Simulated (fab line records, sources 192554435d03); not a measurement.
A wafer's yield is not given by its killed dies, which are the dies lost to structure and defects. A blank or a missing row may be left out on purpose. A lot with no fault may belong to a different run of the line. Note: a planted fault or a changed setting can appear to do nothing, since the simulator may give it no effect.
fab line records ; flow n5-finfet ; part 2 of 2: steps 15 to 26 of 26
[record] lots = 5; wafers = 15; last-day = 21
route steps=1938 shown BEOL_M4@1058
lots that met no fault: from a run of the same line without faults
start-h: hours from the record's opening day to when the first of the lot's shown wafers began ; wait-h: how many hours have passed since the lot's step before this one ; " same as the row above ; L1.1+2: a single row standing in for several wafers ; - no value, or no start was given ; * or withheld: withheld ; < > ~ a bound
route shown NAME@n: names a module that has steps shown in the file, with the first one's number in the route ; usual: the fault-free wafers' mean and standard deviation ; same: alike in all rows ; chamber/n: place in a boat ; sites: per-site readings ; _std_site: standard deviation of those values ; _edge_site: inner sites' mean taken away from outer sites' mean ; radius-mm: how far each site lies from the wafer's centre ; mask NAME#n: copy n ; behind: the most recent tool/chamber to have shaped the wafer ; hold: why the lot went on hold/how many hours it stayed there/how the hold came to an end ; device: whichever transistor did not switch (one of n, p or np) ; end of line: the same wafers' tests at the end of the route ; where a step has no rows: the recipe by itself ; killed: the dies lost at the first sort to structure and to defects; this is not the yield of the wafer ; map: a wafer's dies, x killed, . not, _ none there
set.NAME: the setting that was run; set.NAME@STEP: the one run at that earlier step ; model.NAME: the simulator's own value behind a step, which no gauge read
lots at selected steps of the route; one table per step, one row per wafer
services: a tool's chamber out of use, with start hour (start-h, from the record's first day; less than 0 if before it), hours out, and reason
[[steps]]
[step N5_BEOL_M4_STRIP_97]
[recipe] chemistry = N2/H2; time-s = 10; power-w = 450; temp-c = 40; pressure-mtorr = 20; rf-frequency-hz = 6e+07; bias-power-w = 7; n2-flow-sccm = 200; h2-flow-sccm = 200
[usual] drypump-motor-current-A = 6.0/0.39; oes-product-au = 0.79/0.076; rf-vpp-V = 59.3/0.85; showerhead-plenum-p-Torr = 2.57/0.08; throttle-valve-pct = 23.6/0.38
lot.wafer;tool;chamber;start-h;wait-h;drypump-motor-current-A;oes-product-au;rf-hours-counter-h;rf-vpp-V;showerhead-plenum-p-Torr;throttle-valve-pct
L076.1;rie-diel-01;2;-;-;5.5;0.71;211;58.6;2.52;23.4
L076.3;rie-diel-01;3;-;-;6.4;0.73;203;59.1;2.51;23.3
L076.4;rie-diel-01;1;-;-;6.0;0.96;6;59.5;2.48;23.8
L087.3;rie-diel-04;1;-;-;6.3;0.87;68;59.1;2.59;24.1
L087.4;rie-diel-04;2;-;-;5.7;0.74;-;59.0;2.52;23.6
L087.5;rie-diel-04;1;-;-;6.3;0.86;-;59.8;2.59;24.1
L093.2;rie-diel-01;1;-;-;5.9;0.88;46;59.0;2.46;23.9
L093.4;rie-diel-01;1;-;-;5.9;0.87;-;59.4;2.46;23.9
L093.5;rie-diel-01;3;-;-;6.5;0.69;-;59.1;2.50;23.4
L094.2;rie-diel-04;2;-;-;5.7;0.74;170;58.3;2.51;23.7
L094.5;rie-diel-04;0;-;-;5.1;0.86;-;58.6;2.49;23.6
L094.6;rie-diel-04;3;-;-;5.7;0.90;-;58.9;2.58;23.3
L096.2;rie-diel-01;0;-;-;6.2;0.75;163;59.6;2.67;24.1
L096.3;rie-diel-01;1;-;-;5.9;0.85;53;58.5;2.46;23.9
L096.4;rie-diel-01;2;-;-;5.6;0.96;-;60.4;2.51;23.3
[step N5_BEOL_M4_OCD_MEAS_38]
[usual] trench-depth-nm = 55.4/1.3
lot.wafer;tool;chamber;start-h;wait-h;trench-depth-nm
L076.1;ocd-02;-;258.96;-;55.5
L076.3;ocd-02;-;258.96;-;54.3
L076.4;ocd-02;-;258.96;-;56.6
L087.3;ocd-02;-;348.67;-;56.1
L087.4;ocd-02;-;348.67;-;56.6
L087.5;ocd-02;-;348.67;-;55.5
L093.2;ocd-01;-;373.03;-;56.5
L093.4;ocd-01;-;373.03;-;56.4
L093.5;ocd-01;-;373.03;-;53.4
L094.2;ocd-01;-;381.46;-;55.8
L094.5;ocd-01;-;381.46;-;55.3
L094.6;ocd-01;-;381.46;-;58.0
L096.2;ocd-01;-;384.90;-;54.9
L096.3;ocd-01;-;384.90;-;56.6
L096.4;ocd-01;-;384.90;-;56.4
[step N5_BEOL_M4_HM_STRIP_39]
[recipe] chemistry = peroxide-tin-strip; material = TiN; target-depth-a = 250; temp-c = 50; time-s = 158
lot.wafer;tool;chamber;start-h;wait-h
L076.1+3+4;wet-bench-04;3,4,6;258.99;0.0
L087.3+4+5;wet-bench-06;1,6,5;348.70;0.0
L093.2+4+5;wet-bench-06;0,6,7;373.06;0.0
L094.2+5+6;wet-bench-01;7,1,4;381.49;0.0
L096.2+3+4;wet-bench-01;7,1,0;384.93;0.0
[step N5_BEOL_M4_SRD_40]
[recipe] time-s = 30; temp-c = 23; rinse-liquid = diw; dry = ipa-marangoni
lot.wafer;tool;chamber;start-h;wait-h
L076.1+3+4;wet-bench-04;3,4,6;259.04;0.0
L087.3+4+5;wet-bench-06;1,6,5;348.75;0.0
L093.2+4+5;wet-bench-06;0,6,7;373.10;0.0
L094.2+5+6;wet-bench-01;7,1,4;381.54;0.0
L096.2+3+4;wet-bench-01;7,1,0;384.98;0.0
[step N5_BEOL_M4_PRECLEAN_42]
[recipe] chemistry = residue-remover; time-s = 60; temp-c = 40
lot.wafer;tool;chamber;start-h;wait-h
L076.1+3+4;wet-bench-04;3,4,6;259.06;0.0
L087.3+4+5;wet-bench-06;1,6,5;348.76;0.0
L093.2+4+5;wet-bench-06;0,6,7;373.12;0.0
L094.2+5+6;wet-bench-01;7,1,4;381.55;0.0
L096.2+3+4;wet-bench-01;7,1,0;385.00;0.0
[step N5_BEOL_M4_SRD_43]
[recipe] time-s = 30; temp-c = 23; rinse-liquid = diw; dry = ipa-marangoni
lot.wafer;tool;chamber;start-h;wait-h
L076.1+3+4;wet-bench-04;3,4,6;259.07;0.0
L087.3+4+5;wet-bench-06;1,6,5;348.78;0.0
L093.2+4+5;wet-bench-06;0,6,7;373.14;0.0
L094.2+5+6;wet-bench-01;7,1,4;381.57;0.0
L096.2+3+4;wet-bench-01;7,1,0;385.01;0.0
[step N5_BEOL_M4_CD_MEAS_35]
[recipe] target-cd-nm = 18; target-cd-y-nm = 22.4; polarity = opening
[usual] cd-nm = 18.0/0.55
lot.wafer;tool;chamber;start-h;wait-h;cd-nm
L076.1;cd-sem-02;-;259.11;0.0;17.5
L076.3;cd-sem-02;-;259.11;0.0;18.2
L076.4;cd-sem-02;-;259.11;0.0;18.2
L087.3;cd-sem-02;-;348.82;0.0;17.7
L087.4;cd-sem-02;-;348.82;0.0;18.1
L087.5;cd-sem-02;-;348.82;0.0;18.0
L093.2;cd-sem-02;-;373.18;0.0;18.6
L093.4;cd-sem-02;-;373.18;0.0;17.1
L093.5;cd-sem-02;-;373.18;0.0;17.7
L094.2;cd-sem-03;-;381.61;0.0;17.0
L094.5;cd-sem-03;-;381.61;0.0;17.6
L094.6;cd-sem-03;-;381.61;0.0;18.2
L096.2;cd-sem-03;-;385.06;0.0;16.9
L096.3;cd-sem-03;-;385.06;0.0;18.0
L096.4;cd-sem-03;-;385.06;0.0;17.5
[step N5_BEOL_M4_DEGAS_44]
[recipe] ambient = vacuum; temp-c = 250; time-s = 60
[usual] heater-power-w = 332/44
lot.wafer;tool;chamber;start-h;wait-h;heater-power-w
L076.1;pvd-sputter-01;-;259.53;0.4;301
L076.3;pvd-sputter-01;-;259.53;0.4;318
L076.4;pvd-sputter-01;-;259.53;0.4;271
L087.3;pvd-sputter-01;-;349.50;0.7;396
L087.4;pvd-sputter-01;-;349.50;0.7;308
L087.5;pvd-sputter-01;-;349.50;0.7;395
L093.2;pvd-sputter-01;-;374.12;0.9;391
L093.4;pvd-sputter-01;-;374.12;0.9;311
L093.5;pvd-sputter-01;-;374.12;0.9;296
L094.2;pvd-sputter-03;-;381.87;0.3;346
L094.5;pvd-sputter-03;-;381.87;0.3;356
L094.6;pvd-sputter-03;-;381.87;0.3;395
L096.2;pvd-sputter-03;-;385.41;0.4;389
L096.3;pvd-sputter-03;-;385.41;0.4;316
L096.4;pvd-sputter-03;-;385.41;0.4;352
[step N5_BEOL_M4_PRE_CLEAN_45]
[recipe] gas = H2/He; time-s = 30; temp-c = 250
[usual] heater-power-w = 331/44
lot.wafer;tool;chamber;start-h;wait-h;heater-power-w
L076.1;pvd-sputter-01;-;259.57;0.0;299
L076.3;pvd-sputter-01;-;259.57;0.0;310
L076.4;pvd-sputter-01;-;259.57;0.0;272
L087.3;pvd-sputter-01;-;349.54;0.0;409
L087.4;pvd-sputter-01;-;349.54;0.0;301
L087.5;pvd-sputter-01;-;349.54;0.0;408
L093.2;pvd-sputter-01;-;374.16;0.0;395
L093.4;pvd-sputter-01;-;374.16;0.0;308
L093.5;pvd-sputter-01;-;374.16;0.0;301
L094.2;pvd-sputter-03;-;381.91;0.0;349
L094.5;pvd-sputter-03;-;381.91;0.0;354
L094.6;pvd-sputter-03;-;381.91;0.0;388
L096.2;pvd-sputter-03;-;385.45;0.0;398
L096.3;pvd-sputter-03;-;385.45;0.0;329
L096.4;pvd-sputter-03;-;385.45;0.0;349
[step N5_BEOL_M4_ALD_84]
[recipe] material = TaN; target-thk-a = *; temp-c = 275; ald-precursor-family = PDMAT; ald-co-reactant = NH3; pressure-torr = 3; carrier-flow-sccm = 1500; pulse-time-s = 2; purge-time-s = 3; co-reactant-purge-time-s = 2; co-reactant-pulse-time-s = 3; ald-cycles = 30; precursor-vessel-temp-c = 75; precursor-vessel-pressure-torr = 26.25; precursor-vessel-carrier-sccm = 1000
[usual] heater-power-w = 437/44; precursor-vessel-temp-c = 74.99/0.14
[same] co-reactant-purge-time-s = 2
lot.wafer;tool;chamber;start-h;wait-h;heater-power-w;precursor-vessel-temp-c
L076.1;ald-metal-04;3;259.65;0.1;461;75.00
L076.3;ald-metal-04;1;259.65;0.1;404;75.02
L076.4;ald-metal-04;0;259.65;0.1;510;75.02
L087.3;ald-metal-04;3;349.65;0.1;462;74.80
L087.4;ald-metal-04;3;349.65;0.1;466;75.05
L087.5;ald-metal-04;2;349.65;0.1;467;74.93
L093.2;ald-metal-04;3;374.28;0.1;465;74.96
L093.4;ald-metal-04;1;374.28;0.1;415;74.90
L093.5;ald-metal-04;2;374.28;0.1;474;74.97
L094.2;ald-metal-02;3;382.00;0.1;429;75.01
L094.5;ald-metal-02;1;382.00;0.1;438;75.24
L094.6;ald-metal-02;2;382.00;0.1;381;75.02
L096.2;ald-metal-02;2;385.51;0.0;383;74.89
L096.3;ald-metal-02;3;385.51;0.0;417;75.12
L096.4;ald-metal-02;1;385.51;0.0;445;75.08
[step N5_BEOL_M4_SURFACE_TREAT_85]
[recipe] gas = Ar; time-s = *; ion-energy-ev = *; ion-current-ma-cm2 = 0.5; pressure-mtorr = *; ar-flow-sccm = 30
[usual] throttle-valve-pct = *
lot.wafer;tool;chamber;start-h;wait-h;throttle-valve-pct
L076.1;pvd-sputter-01;-;259.91;0.2;*
L076.3;pvd-sputter-01;-;259.91;0.2;*
L076.4;pvd-sputter-01;-;259.91;0.2;*
L087.3;pvd-sputter-01;-;350.18;0.4;*
L087.4;pvd-sputter-01;-;350.18;0.4;*
L087.5;pvd-sputter-01;-;350.18;0.4;*
L093.2;pvd-sputter-01;-;374.62;0.2;*
L093.4;pvd-sputter-01;-;374.62;0.2;*
L093.5;pvd-sputter-01;-;374.62;0.2;*
L094.2;pvd-sputter-01;-;382.46;0.4;*
L094.5;pvd-sputter-01;-;382.46;0.4;*
L094.6;pvd-sputter-01;-;382.46;0.4;*
L096.2;pvd-sputter-01;-;385.86;0.2;*
L096.3;pvd-sputter-01;-;385.86;0.2;*
L096.4;pvd-sputter-01;-;385.86;0.2;*
[step N5_BEOL_M4_CVD_47]
[recipe] material = Co; target-thk-a = 30; temp-c = withheld; precursor = CCTBA/H2; pressure-torr = 30; time-s = 223.8
lot.wafer;tool;chamber;start-h;wait-h
L076.1+3+4;cvd-co-02;0,2,1;260.20;0.3
L087.3+4+5;cvd-co-02;2,0,2;350.31;0.1
L093.2+4+5;cvd-co-01;1;374.68;0.0
L094.2+5+6;cvd-co-01;0,0,1;382.52;0.0
L096.2+3+4;cvd-co-01;0,1,0;385.92;0.0
[[services]]
tool;chamber;start-h;hours;kind
ald-sin-02;3;198.27;6.7;repair
rie-diel-04;1;200.64;69.6;repair
rie-diel-04;3;203.83;8.1;repair
rie-diel-01;-;214.57;2.8;pm
ald-metal-04;-;232.24;2.8;pm
ald-sin-02;-;241.88;6.1;pm
cvd-co-02;0;247.70;7.2;repair
rie-diel-05;0;250.34;11.5;repair
rie-diel-05;0;265.71;1.2;repair
ald-sin-02;3;270.16;6.5;repair
rie-diel-01;1;271.01;14.9;repair
rie-diel-04;-;287.48;28.1;pm
ald-sin-01;2;289.05;6.1;repair
rie-diel-01;1;310.36;2.1;repair
cvd-co-02;-;311.81;12.3;repair
cvd-co-01;2;330.44;103.8;repair
ald-metal-04;-;336.50;4.3;pm
ald-metal-02;-;337.25;14.0;pm
rie-diel-04;2;339.41;7.8;repair
ald-sin-01;-;340.47;2.8;pm
ald-metal-04;0;344.43;36.9;repair
rie-diel-05;0;359.21;8.0;repair
wet-bench-01;-;370.85;1.7;repair
ald-sin-01;-;373.77;14.0;pm
